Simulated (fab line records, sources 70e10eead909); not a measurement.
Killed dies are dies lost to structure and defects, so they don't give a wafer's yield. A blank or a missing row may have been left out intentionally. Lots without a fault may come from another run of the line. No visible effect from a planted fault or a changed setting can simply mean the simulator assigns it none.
fab line records + flow nand-harc
record
- lots=12
- wafers=36
- last-day=24
route steps=1159 shown P_ZERO_WELL@31 P_GATE@149 END@1159
lots with no fault: from the same line, run without faults
start-h: hours from the record's opening day to when the first of the lot's shown wafers began + wait-h: hours from the lot's prior step to this one + " as in the row above + L1.1+2: a row that stands for several wafers + - no value present, or no start provided + * or withheld: withheld + < > ~ a bound
route shown NAME@n: NAME is a module with steps in the file, n the number in the route of the first one + usual: mean/standard deviation taken from wafers without a fault + same: alike in all rows + chamber/n: place in a boat + sites: readings site by site + _std_site: their standard deviation + _edge_site: the outer-site mean with the inner-site mean subtracted + radius-mm: how far each site lies from the wafer's centre + mask NAME#n: copy n + behind: tool/chamber where the wafer was last shaped + hold: why the lot was held/for how many hours/how that ended + device: the transistor (n, p or np) that didn't switch + end of line: tests of these same wafers at the route's end + step lacking rows: just its recipe + killed: the dies lost at the first sort to structure and to defects; this is not the yield of the wafer + map: a wafer's dies, x killed, . not, _ none there
set.NAME: the setting that was run; set.NAME@STEP: the one run at that earlier step + model.NAME: the simulator's own value behind a step, which no gauge read
one table for each step of the route and one row for each wafer, over a sample of lots
services: when a tool's chamber went out of use (start-h, in hours from the record's first day, below 0 if earlier), for how many hours, and the reason
## steps
# step NHARC_P_ZERO_WELL_DESCUM_26
# recipe
- time-s=3
- o2-flow-sccm=200
- ar-flow-sccm=0
- bias-power-w=0
- chemistry=O2
# usual
- drypump-motor-current-A=5.73/0.29
- oes-product-au=0.998/0.01
- rf-vpp-V=57.9/0.88
- showerhead-plenum-p-Torr=1.94/0.082
- throttle-valve-pct=11.313/0.0086
| lot.wafer | tool        | chamber | start-h | wait-h | drypump-motor-current-A | oes-product-au | rf-hours-counter-h | rf-vpp-V | showerhead-plenum-p-Torr | throttle-valve-pct |
|-----------|-------------|---------|---------|--------|-------------------------|----------------|--------------------|----------|--------------------------|--------------------|
| L165.1    | rie-diel-04 | 0       | 26.66   | -      | 5.69                    | 1.004          | 3.2                | 57.5     | 1.87                     | 11.315             |
| L165.2    | "           | 1       | "       | "      | 6.19                    | 1.013          | 3.9                | 58.3     | 1.93                     | 11.313             |
| L165.6    | "           | 3       | "       | "      | 5.37                    | 1.005          | -                  | 56.9     | 1.81                     | 11.314             |
| L166.2    | rie-diel-09 | 0       | 32.75   | -      | 5.57                    | 1.016          | 8.3                | 58.6     | 1.97                     | 11.309             |
| L166.4    | "           | 2       | "       | "      | 6.18                    | 0.998          | 8.1                | 57.4     | 1.84                     | 11.307             |
| L166.1    | "           | 3       | "       | "      | 5.90                    | 0.977          | 9.1                | 58.6     | 2.01                     | 11.299             |
| L167.1    | rie-diel-09 | 2       | 38.65   | -      | 6.20                    | 0.989          | 8.8                | 56.7     | 1.84                     | 11.332             |
| L167.3    | "           | 0       | "       | "      | 5.56                    | 1.019          | 8.9                | 58.9     | 1.97                     | 11.307             |
| L167.6    | "           | 2       | "       | "      | 6.17                    | 0.997          | -                  | 57.9     | 1.84                     | 11.312             |
| L170.3    | rie-diel-04 | 1       | 56.75   | -      | 6.11                    | 1.013          | 5.6                | 57.8     | 1.93                     | 11.327             |
| L170.2    | "           | 2       | "       | "      | 5.53                    | 0.995          | 6.1                | 58.5     | 1.85                     | 11.329             |
| L170.4    | "           | 3       | "       | "      | 5.36                    | 1.007          | 5.7                | 58.5     | 1.81                     | 11.290             |
| L171.2    | rie-diel-12 | 2       | 62.77   | -      | 5.56                    | 0.991          | 1.6                | 57.3     | 1.98                     | 11.322             |
| L171.4    | "           | 3       | "       | "      | 5.95                    | 0.985          | 1.6                | 59.3     | 2.05                     | 11.312             |
| L171.1    | "           | 0       | "       | "      | 5.70                    | 0.995          | 1.1                | 56.6     | 1.86                     | 11.316             |
| L178.4    | rie-diel-12 | 2       | 104.53  | -      | 5.56                    | 0.991          | 5.0                | 58.5     | 1.98                     | 11.312             |
| L178.5    | "           | 3       | "       | "      | 5.95                    | 0.995          | -                  | 58.1     | 2.05                     | 11.323             |
| L178.6    | "           | 0       | "       | "      | 5.71                    | 1.014          | -                  | 57.4     | 1.86                     | 11.318             |
| L180.1    | rie-diel-09 | 0       | 116.75  | -      | 5.55                    | 0.985          | 2.2                | 57.6     | 1.97                     | 11.313             |
| L180.2    | "           | 3       | "       | "      | 5.93                    | 0.970          | 2.1                | 59.1     | 2.01                     | 11.298             |
| L180.6    | "           | 1       | "       | "      | 5.67                    | 0.987          | -                  | 57.5     | 1.87                     | 11.323             |
| L181.2    | rie-diel-09 | 3       | 122.81  | -      | 5.93                    | 0.970          | 2.5                | 58.7     | 2.01                     | 11.314             |
| L181.3    | "           | 2       | "       | "      | 6.17                    | 1.000          | 2.7                | 57.6     | 1.84                     | 11.303             |
| L181.6    | "           | 3       | "       | "      | 5.91                    | 0.981          | -                  | 57.3     | 2.01                     | 11.326             |
| L182.3    | rie-diel-12 | 1       | 128.61  | -      | 5.18                    | 1.020          | 5.5                | 58.2     | 2.06                     | 11.318             |
| L182.1    | "           | 0       | "       | "      | 5.72                    | 1.006          | 5.4                | 58.0     | 1.86                     | 11.309             |
| L182.5    | "           | 2       | "       | "      | 5.58                    | 0.998          | -                  | 57.9     | 1.98                     | 11.306             |
| L183.4    | rie-diel-09 | 1       | 134.70  | -      | 5.67                    | 1.002          | 4.3                | 56.6     | 1.87                     | 11.315             |
| L183.2    | "           | 3       | "       | "      | 5.89                    | 0.993          | 3.4                | 56.9     | 2.01                     | 11.318             |
| L183.6    | "           | 1       | "       | "      | 5.68                    | 0.997          | -                  | 56.8     | 1.87                     | 11.312             |
| L184.4    | rie-diel-12 | 3       | 140.52  | -      | 5.96                    | 0.993          | 7.7                | 58.3     | 2.05                     | 11.307             |
| L184.1    | "           | 0       | "       | "      | 5.72                    | 1.006          | 5.9                | 57.0     | 1.86                     | 11.325             |
| L184.6    | "           | 3       | "       | "      | 5.94                    | 1.003          | -                  | 58.7     | 2.05                     | 11.317             |
| L186.2    | rie-diel-09 | 1       | 152.65  | -      | 5.70                    | 0.998          | 5.5                | 56.3     | 1.87                     | 11.314             |
| L186.1    | "           | 2       | "       | "      | 6.22                    | 0.993          | 5.0                | 56.8     | 1.84                     | 11.322             |
| L186.5    | "           | 2       | "       | "      | 6.20                    | 1.004          | -                  | 58.1     | 1.84                     | 11.316             |
# step NHARC_P_ZERO_WELL_EXPOSE_34
# recipe
- na=0.6
- target-cd-nm=720
- dose-mj=22.31
- mask-id=P_PWELL
| lot.wafer  | tool           | chamber | start-h | wait-h | mask      |
|------------|----------------|---------|---------|--------|-----------|
| L165.1+2+6 | krf-scanner-03 | 0       | 28.02   | -      | P_PWELL#0 |
| L166.1+2+4 | krf-scanner-01 | 0       | 34.12   | -      | P_PWELL#0 |
| L167.1+3+6 | krf-scanner-01 | 0       | 39.84   | -      | P_PWELL#0 |
| L170.2+3+4 | krf-scanner-01 | 0       | 57.95   | -      | P_PWELL#0 |
| L171.1+2+4 | krf-scanner-03 | 0       | 64.08   | -      | P_NWELL#0 |
| L178.4+5+6 | krf-scanner-01 | 0       | 105.71  | -      | P_PWELL#0 |
| L180.1+2+6 | krf-scanner-03 | 0       | 118.07  | -      | P_PWELL#0 |
| L181.2+3+6 | krf-scanner-02 | 0       | 124.14  | -      | P_PWELL#0 |
| L182.1+3+5 | krf-scanner-01 | 0       | 129.93  | -      | P_PWELL#0 |
| L183.2+4+6 | krf-scanner-01 | 0       | 135.96  | -      | P_PWELL#0 |
| L184.1+4+6 | krf-scanner-01 | 0       | 141.72  | -      | P_PWELL#0 |
| L186.1+2+5 | krf-scanner-01 | 0       | 153.97  | -      | P_PWELL#0 |
# step NHARC_P_ZERO_WELL_CD_MEAS_37
# recipe
- target-cd-nm=720
- landing-energy-ev=500
# usual
- cd-nm=719.7/1.7
| lot.wafer | tool      | chamber | start-h | wait-h | cd-nm |
|-----------|-----------|---------|---------|--------|-------|
| L165.1    | cd-sem-02 | 0       | 28.17   | -      | 720.8 |
| L165.2    | "         | 0       | "       | "      | 721.1 |
| L165.6    | "         | 0       | "       | "      | 719.7 |
| L166.1    | cd-sem-02 | 0       | 34.27   | -      | 721.2 |
| L166.2    | "         | 0       | "       | "      | 719.1 |
| L166.4    | "         | 0       | "       | "      | 718.0 |
| L167.1    | cd-sem-01 | 0       | 40.00   | -      | 719.4 |
| L167.3    | "         | 0       | "       | "      | 718.8 |
| L167.6    | "         | 0       | "       | "      | 717.6 |
| L170.2    | cd-sem-03 | 0       | 58.11   | -      | 722.1 |
| L170.3    | "         | 0       | "       | "      | 722.3 |
| L170.4    | "         | 0       | "       | "      | 719.2 |
| L171.1    | cd-sem-03 | 0       | 64.24   | -      | -     |
| L171.2    | "         | 0       | "       | "      | -     |
| L171.4    | "         | 0       | "       | "      | -     |
| L178.4    | cd-sem-02 | 0       | 105.86  | -      | 718.2 |
| L178.5    | "         | 0       | "       | "      | 717.0 |
| L178.6    | "         | 0       | "       | "      | 717.3 |
| L180.1    | cd-sem-03 | 0       | 118.22  | -      | 721.1 |
| L180.2    | "         | 0       | "       | "      | 721.1 |
| L180.6    | "         | 0       | "       | "      | 722.8 |
| L181.2    | cd-sem-03 | 0       | 124.30  | -      | 720.7 |
| L181.3    | "         | 0       | "       | "      | 719.7 |
| L181.6    | "         | 0       | "       | "      | 717.1 |
| L182.1    | cd-sem-03 | 0       | 130.09  | -      | 719.0 |
| L182.3    | "         | 0       | "       | "      | 717.1 |
| L182.5    | "         | 0       | "       | "      | 719.1 |
| L183.2    | cd-sem-03 | 0       | 136.11  | -      | 720.0 |
| L183.4    | "         | 0       | "       | "      | 717.0 |
| L183.6    | "         | 0       | "       | "      | 719.8 |
| L184.1    | cd-sem-03 | 0       | 141.88  | -      | 720.6 |
| L184.4    | "         | 0       | "       | "      | 717.9 |
| L184.6    | "         | 0       | "       | "      | 720.9 |
| L186.1    | cd-sem-03 | 0       | 154.13  | -      | 722.7 |
| L186.2    | "         | 0       | "       | "      | 720.4 |
| L186.5    | "         | 0       | "       | "      | 720.8 |
# step NHARC_P_GATE_ETCH_32
# recipe
- target-depth-a=1500
- over-etch-frac=1
- over-etch-ion-energy-ev=40
- time-s=100.1
- hbr-flow-sccm=150
- cl2-flow-sccm=50
- rf-w=400
- icp-w=400
- bias-w=100
- chemistry=HBr/Cl2
# usual
- drypump-motor-current-A=5.9/0.31
- he-backside-leak-sccm=2.74/0.18
- oes-product-au=0.996/0.0092
- throttle-valve-pct=26.405/0.0094
| lot.wafer | tool      | chamber | start-h | wait-h | drypump-motor-current-A | he-backside-leak-sccm | oes-product-au | rf-hours-counter-h | throttle-valve-pct |
|-----------|-----------|---------|---------|--------|-------------------------|-----------------------|----------------|--------------------|--------------------|
| L165.2    | rie-si-03 | 1       | 94.30   | -      | 6.0                     | 2.82                  | 0.999          | 1.0                | 26.396             |
| L165.1    | "         | 3       | "       | "      | 5.9                     | 2.78                  | 1.002          | 1.0                | 26.404             |
| L165.6    | "         | 1       | "       | "      | 6.1                     | 3.00                  | 1.006          | -                  | 26.401             |
| L166.4    | rie-si-04 | 3       | 109.79  | -      | 5.6                     | 2.73                  | 0.992          | 0.0                | 26.400             |
| L166.2    | "         | 0       | "       | "      | 5.3                     | 3.01                  | 0.996          | 0.0                | 26.401             |
| L166.1    | "         | 1       | "       | "      | 5.7                     | 2.58                  | 1.010          | 0.0                | 26.412             |
| L167.3    | rie-si-03 | 2       | 109.91  | -      | 6.3                     | 2.48                  | 0.987          | 1.3                | 26.374             |
| L167.1    | "         | 3       | "       | "      | 5.9                     | 2.79                  | 1.000          | 1.1                | 26.407             |
| L167.6    | "         | 1       | "       | "      | 6.1                     | 2.53                  | 0.999          | -                  | 26.412             |
| L170.2    | rie-si-02 | 1       | 127.34  | -      | 6.0                     | 2.52                  | 1.000          | 0.7                | 26.398             |
| L170.3    | "         | 2       | "       | "      | 5.9                     | 2.81                  | 1.012          | 0.7                | 26.417             |
| L170.4    | "         | 0       | "       | "      | 5.7                     | 2.55                  | 0.999          | 0.8                | 26.420             |
| L178.4    | rie-si-02 | 0       | 179.67  | -      | 5.6                     | 2.60                  | 1.022          | 1.2                | 26.400             |
| L178.5    | "         | 0       | "       | "      | 5.6                     | 2.64                  | 1.006          | -                  | 26.401             |
| L178.6    | "         | 1       | "       | "      | 6.1                     | 2.57                  | 0.992          | -                  | 26.427             |
| L180.1    | rie-si-02 | 3       | 191.12  | -      | 5.7                     | 2.83                  | 1.013          | 1.4                | 26.402             |
| L180.2    | "         | 0       | "       | "      | 5.7                     | 2.63                  | 1.019          | 1.3                | 26.405             |
| L180.6    | "         | 2       | "       | "      | 5.9                     | 2.87                  | 0.989          | -                  | 26.406             |
| L181.2    | rie-si-03 | 2       | 191.13  | -      | 6.3                     | 2.41                  | 0.999          | 0.3                | 26.426             |
| L181.3    | "         | 3       | "       | "      | 5.9                     | 2.70                  | 1.004          | 0.3                | 26.418             |
| L181.6    | "         | 1       | "       | "      | 6.1                     | 2.55                  | 0.999          | -                  | 26.400             |
| L182.1    | rie-si-04 | 0       | 202.53  | -      | 5.4                     | 2.91                  | 0.986          | 0.9                | 26.393             |
| L182.3    | "         | 1       | "       | "      | 5.6                     | 2.57                  | 1.006          | 0.8                | 26.408             |
| L182.5    | "         | 3       | "       | "      | 5.6                     | 2.75                  | 0.989          | -                  | 26.391             |
| L183.2    | rie-si-03 | 2       | 209.28  | -      | 6.3                     | 2.69                  | 0.991          | 0.5                | 26.406             |
| L183.4    | "         | 0       | "       | "      | 6.5                     | 2.94                  | 0.982          | 0.3                | 26.397             |
| L183.6    | "         | 3       | "       | "      | 5.9                     | 2.91                  | 0.994          | -                  | 26.407             |
| L184.4    | rie-si-03 | 3       | 218.64  | -      | 5.9                     | 2.94                  | 0.999          | 0.6                | 26.422             |
| L184.1    | "         | 1       | "       | "      | 6.1                     | 2.41                  | 0.996          | 0.6                | 26.401             |
| L184.6    | "         | 0       | "       | "      | 6.5                     | 2.79                  | 0.992          | -                  | 26.412             |
| L186.1    | rie-si-03 | 0       | 218.82  | -      | 6.5                     | 2.92                  | 0.978          | 0.5                | 26.418             |
| L186.2    | "         | 1       | "       | "      | 6.1                     | 2.51                  | 0.995          | 0.6                | 26.408             |
| L186.5    | "         | 3       | "       | "      | 5.9                     | 2.90                  | 0.991          | -                  | 26.405             |
# step NHARC_P_GATE_ETCHBACK_37
# recipe
- target-depth-a=345
- time-s=17.2
- chf3-flow-sccm=50
- o2-flow-sccm=10
- ar-flow-sccm=200
- rf-w=500
- bias-w=200
- chemistry=CHF3/O2
# usual
- drypump-motor-current-A=5.9/0.44
- oes-product-au=0.95/0.032
- rf-vpp-V=370.0/2.4
- showerhead-plenum-p-Torr=2.38/0.1
- throttle-valve-pct=20.574/0.0088
| lot.wafer | tool        | chamber | start-h | wait-h | drypump-motor-current-A | oes-product-au | rf-hours-counter-h | rf-vpp-V | showerhead-plenum-p-Torr | throttle-valve-pct |
|-----------|-------------|---------|---------|--------|-------------------------|----------------|--------------------|----------|--------------------------|--------------------|
| L165.2    | rie-diel-05 | 2       | -       | -      | 6.6                     | 0.93           | 20                 | 367.5    | 2.30                     | 20.579             |
| L165.1    | "           | 3       | "       | "      | 5.7                     | 0.92           | 20                 | 372.6    | 2.52                     | 20.575             |
| L165.6    | "           | 1       | "       | "      | 5.2                     | 0.92           | -                  | 366.8    | 2.28                     | 20.568             |
| L167.3    | rie-diel-05 | 3       | -       | -      | 5.6                     | 0.91           | 23                 | 373.2    | 2.52                     | 20.571             |
| L167.1    | "           | 0       | "       | "      | 5.9                     | 0.92           | 24                 | 367.9    | 2.27                     | 20.582             |
| L167.6    | "           | 2       | "       | "      | 6.6                     | 0.92           | -                  | 369.3    | 2.30                     | 20.566             |
| L166.2    | rie-diel-05 | 2       | -       | -      | 6.7                     | 0.92           | 23                 | 368.1    | 2.30                     | 20.584             |
| L166.1    | "           | 3       | "       | "      | 5.7                     | 0.92           | 24                 | 375.7    | 2.52                     | 20.569             |
| L166.4    | "           | 0       | "       | "      | 5.8                     | 0.91           | -                  | 367.6    | 2.27                     | 20.571             |
| L170.3    | rie-diel-02 | 1       | -       | -      | 6.0                     | 0.94           | 58                 | 370.9    | 2.42                     | 20.576             |
| L170.2    | "           | 2       | "       | "      | 5.4                     | 0.94           | 56                 | 372.9    | 2.53                     | 20.584             |
| L170.4    | "           | 0       | "       | "      | 6.4                     | 0.94           | 58                 | 367.8    | 2.27                     | 20.572             |
| L178.4    | rie-diel-05 | 2       | -       | -      | 6.6                     | 0.99           | 4                  | 367.5    | 2.30                     | 20.577             |
| L178.5    | "           | 2       | "       | "      | 6.6                     | 0.99           | -                  | 368.5    | 2.30                     | 20.576             |
| L178.6    | "           | 3       | "       | "      | 5.7                     | 0.99           | -                  | 372.7    | 2.51                     | 20.582             |
| L180.1    | rie-diel-02 | 3       | -       | -      | 5.9                     | 0.93           | 17                 | 372.8    | 2.47                     | 20.560             |
| L180.2    | "           | 1       | "       | "      | 5.9                     | 0.92           | 17                 | 372.4    | 2.41                     | 20.571             |
| L180.6    | "           | 0       | "       | "      | 6.4                     | 1.01           | -                  | 367.6    | 2.26                     | 20.574             |
| L181.3    | rie-diel-05 | 3       | -       | -      | 5.6                     | 1.00           | 6                  | 373.2    | 2.51                     | 20.576             |
| L181.2    | "           | 0       | "       | "      | 5.8                     | 1.01           | 7                  | 367.1    | 2.26                     | 20.575             |
| L181.6    | "           | 3       | "       | "      | 5.7                     | 0.99           | -                  | 374.4    | 2.51                     | 20.575             |
| L182.1    | rie-diel-05 | 3       | -       | -      | 5.7                     | 0.92           | 8                  | 372.9    | 2.51                     | 20.581             |
| L182.3    | "           | 0       | "       | "      | 5.8                     | 0.96           | 10                 | 369.1    | 2.26                     | 20.567             |
| L182.5    | "           | 1       | "       | "      | 5.2                     | 0.95           | -                  | 366.5    | 2.27                     | 20.544             |
| L183.4    | rie-diel-02 | 3       | -       | -      | 5.9                     | 0.95           | 22                 | 371.8    | 2.47                     | 20.573             |
| L183.2    | "           | 2       | "       | "      | 5.4                     | 0.96           | 13                 | 372.2    | 2.52                     | 20.560             |
| L183.6    | "           | 3       | "       | "      | 5.8                     | 0.95           | -                  | 372.5    | 2.46                     | 20.569             |
| L186.2    | rie-diel-02 | 3       | -       | -      | 5.9                     | 0.95           | 25                 | 370.1    | 2.46                     | 20.578             |
| L186.1    | "           | 1       | "       | "      | 5.9                     | 0.92           | 26                 | 370.2    | 2.41                     | 20.584             |
| L186.5    | "           | 3       | "       | "      | 5.9                     | 0.93           | -                  | 371.0    | 2.46                     | 20.594             |
| L184.4    | rie-diel-02 | 2       | -       | -      | 5.4                     | 0.94           | 16                 | 371.6    | 2.52                     | 20.566             |
| L184.1    | "           | 0       | "       | "      | 6.4                     | 0.92           | 22                 | 368.6    | 2.26                     | 20.576             |
| L184.6    | "           | 1       | "       | "      | 5.9                     | 0.93           | -                  | 369.3    | 2.41                     | 20.572             |
# step NHARC_END_SORT_01
# recipe
- temp-c=25
# usual
- killed-at-array=27/11
- killed-at-other=0.6/0.89
- killed-at-periphery=3.0/2.4
- killed-dies=31/12
- killed-open=3.2/1.6
- killed-short=2.0/1.5
# same
- gross-dies=677
| lot.wafer | tool      | chamber | start-h | wait-h | killed-at-array | killed-at-other | killed-at-periphery | killed-dies | killed-open | killed-short |
|-----------|-----------|---------|---------|--------|-----------------|-----------------|---------------------|-------------|-------------|--------------|
| L171.1    | prober-01 | 0       | 489.95  | 2.5    | 15              | 1               | 661                 | 677         | 2           | 2            |
| L171.2    | prober-01 | 0       | 490.74  | 2.8    | 16              | 0               | 661                 | 677         | 3           | 3            |
| L171.4    | prober-01 | 0       | 492.32  | 3.4    | 12              | 1               | 664                 | 677         | 4           | 1            |
# killed by level:class
L171.1 P_ZERO_WELL:area-expose=659 A_CHANNEL_HOLE_D1:chamber-film-flake=6 A_STAIRCASE:chamber-film-flake=2 A_CONTACT:chamber-film-flake=2 P_CONTACT:geometric-particle:open=1 A_CHANNEL_FILL_D1:geometric-particle:short=1 A_CONTACT:geometric-particle:open=1 A_M0:geometric-particle:short=1
L171.2 P_ZERO_WELL:area-expose=656 A_CHANNEL_HOLE_D1:chamber-film-flake=6 A_STAIRCASE:chamber-film-flake=6 P_CONTACT:geometric-particle:open=2 P_M0:geometric-particle:short=1 P_M1:geometric-particle:open=1 A_CONTACT:geometric-particle:short=1 A_BLC:geometric-particle:short=1
L171.4 P_ZERO_WELL:area-expose=662 A_STAIRCASE:chamber-film-flake=4 A_BLC:geometric-particle:open=2 A_CHANNEL_HOLE_D1:chamber-film-flake=2 P_CONTACT:geometric-particle:open=1 A_CONTACT:geometric-particle:open=1 A_M0:geometric-particle:short=1 P_ZERO_WELL:chamber-film-flake=1
## services
| tool           | chamber | start-h | hours | kind   |
|----------------|---------|---------|-------|--------|
| rie-diel-05    | 1       | 11.87   | 3.4   | repair |
| rie-diel-12    | -       | 25.40   | 9.0   | pm     |
| rie-diel-02    | 3       | 31.15   | 6.6   | repair |
| krf-scanner-01 | -       | 48.09   | 3.0   | repair |
| rie-diel-09    | 0       | 51.68   | 6.7   | repair |
| rie-diel-09    | -       | 77.28   | 9.0   | pm     |
| krf-scanner-01 | -       | 84.00   | 4.0   | pm     |
| rie-diel-09    | -       | 91.43   | 2.2   | repair |
| rie-diel-05    | 1       | 112.26  | 52.3  | repair |
| rie-diel-02    | 3       | 120.17  | 5.6   | repair |
| rie-si-03      | 0       | 134.45  | 20.4  | repair |
| rie-diel-09    | 0       | 140.02  | 4.0   | repair |
| rie-diel-02    | -       | 150.78  | 9.0   | pm     |
| rie-si-03      | -       | 155.00  | 9.0   | pm     |
| rie-diel-05    | -       | 160.11  | 0.2   | repair |
| rie-diel-05    | -       | 163.60  | 9.0   | pm     |
| krf-scanner-01 | -       | 164.18  | 2.4   | repair |
| rie-diel-02    | 0       | 166.70  | 11.0  | repair |
| rie-diel-09    | 3       | 169.22  | 1.7   | repair |
| rie-diel-02    | 2       | 178.96  | 18.6  | repair |
| rie-si-03      | 0       | 188.06  | 7.4   | repair |
| rie-diel-09    | -       | 198.88  | 0.4   | repair |
| rie-diel-05    | 2       | 214.35  | 2.3   | repair |
| rie-diel-05    | 2       | 226.33  | 2.6   | repair |
## key
first-sign
- step=NHARC_P_ZERO_WELL_EXPOSE_34
- reading=mask
- direction=changed
effect
- step=NHARC_P_ZERO_WELL_CD_MEAS_37
- reading=cd-nm
- direction=missing
effect
- step=NHARC_END_SORT_01
- reading=killed-at-periphery
- direction=up
- sigmas=99+
- usual=3.0
- struck=662
more-kills-born-at
- NHARC_P_ZERO_WELL_EXPOSE_34@krf-scanner-03=1977
met-at NHARC_P_ZERO_WELL_EXPOSE_34
struck-lots L171
later-rows-left-out L171.1,L171.2,L171.4
tester-left-out L171
not-acting-at NHARC_P_ZERO_WELL_DESCUM_26,NHARC_P_GATE_ETCH_32,NHARC_P_GATE_ETCHBACK_37
onset-between 28.02 64.08
fault
- kind=wrong-mask
- tool=any
- chamber=-
- onset-h=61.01
- steps=NHARC_P_ZERO_WELL_EXPOSE_34
- aux-copy=P_NWELL#0
- scope=struck-lots-only
# tester-left-out: of these lots the tester's yield and bins aren't shown, on N5 and GAA mostly nor the transistor test; their killed dies are dies lost to structure and defects alone, not to doping, threshold or leakage, so they don't give the yield
# later-rows-left-out: the simulator's readings of these wafers behind a module that went badly wrong aren't trusted and aren't shown, but for the sort
